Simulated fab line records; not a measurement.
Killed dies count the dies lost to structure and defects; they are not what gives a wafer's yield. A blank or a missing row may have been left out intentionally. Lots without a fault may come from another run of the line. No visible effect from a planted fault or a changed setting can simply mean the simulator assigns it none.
Matching of chambers -- flow n5Finfet -- N5_BEOL_M11_STRIP_19 on rieDiel-05 has 4 sister chambers
The step strips in O2. 4 wafers are shown with their chamber, then 7 later ones without.

## WAFERS, EACH WITH ITS CHAMBER
wafer,chamber,throttleValvePct (%)
L401.3,2,17.03
L417.5,3,16.63
L414.2,1,16.77
L414.3,0,16.47

## WAFERS WITHOUT THEIR CHAMBER
wafer,throttleValvePct (%)
L414.4,16.45
L419.1,16.61
L419.2,16.45
L419.3,16.76
L420.1,16.79
L420.4,16.81
L420.5,16.61

## THE CHAMBER EACH PASSED THROUGH
wafer,from the rows above,in truth
L414.4,0,0
L419.1,3,3
L419.2,0,0
L419.3,1,1
L420.1,1,1
L420.4,1,1
L420.5,3,3
Correctly placed: 7 of 7. Can't be placed from these rows: 0. Number placed wrongly: 0.
How it was worked out, from the rows above alone: a wafer's distance from a chamber is the root of the sum, over the readings, of the square of ((its reading less the chamber's mean) divided by the reading's scatter). If the next closest chamber is less than 2 further off than the closest, the wafer can't be placed; otherwise it belongs to the closest. For every chamber, the mean is computed from those of its wafers that are shown. The scatter: root of mean squared gap, hidden wafer to nearest shown wafer, with one shown wafer a chamber.
